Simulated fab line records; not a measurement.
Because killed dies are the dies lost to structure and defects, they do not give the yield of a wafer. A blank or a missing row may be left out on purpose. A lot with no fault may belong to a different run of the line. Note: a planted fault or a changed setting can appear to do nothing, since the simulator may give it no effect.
Which tool did it? | flow n5_finfet | 11 lots (33 wafers sampled), 1 step of a 1938-step route

## WHAT THE GAUGES READ, wafer by wafer
N5_BEOL_M7_OVL_MEAS_12.
lot  | measured     | on         | M7_OVL (nm)
L620 | day 9 11:00  | overlay-01 | -0.3 -1.8 -0.8
L621 | day 10 04:10 | overlay-02 | -0.6 -2.1 -0.8
L624 | day 11 08:07 | overlay-02 | -1.4 -0.7 -1.3
L629 | day 12 08:10 | overlay-02 | -0.7 -1.0 -0.5
L631 | day 12 21:46 | overlay-02 | -0.4 -1.1 -1.4
L633 | day 13 16:32 | overlay-01 | -0.9 -0.9 -1.5
L636 | day 13 22:47 | overlay-02 | -2.3 -0.5 -0.3
L635 | day 14 22:54 | overlay-02 | -0.9 -0.2 -1.0
L640 | day 16 05:32 | overlay-02 | 0.2 -1.5 0.1
L639 | day 16 05:49 | overlay-01 | -0.2 -0.8 -0.4
L641 | day 16 06:35 | overlay-02 | -1.1 -1.2 -0.9

## WHAT TOOL EACH LOT RAN ON (gives the tool, then ch and the chambers of the sampled wafers, and finally the start)
No process step before these readings appears in the record.

## THE ANSWER, worked out from the rows above alone
Rule: the usual values come from the lots themselves. Put in order of their means at a reading, lots are off if they are a third of the lots or fewer, leave a main group of 4 or more, and stand apart from it by a gap of 3 or more times the standard deviation of the main group's means; of several such gaps the widest counts. A main group whose means are all the same, to the digits that the tables above print for the reading, isn't used. A lot without any number at a reading at which 4 lots or more have one is off too. Where the step has rows for the other lots, those lots are counted as sound.
Across all readings shown, no lot is off: no conclusion can be drawn from this.

## WHAT HAD BEEN PUT IN BY THE SIMULATOR
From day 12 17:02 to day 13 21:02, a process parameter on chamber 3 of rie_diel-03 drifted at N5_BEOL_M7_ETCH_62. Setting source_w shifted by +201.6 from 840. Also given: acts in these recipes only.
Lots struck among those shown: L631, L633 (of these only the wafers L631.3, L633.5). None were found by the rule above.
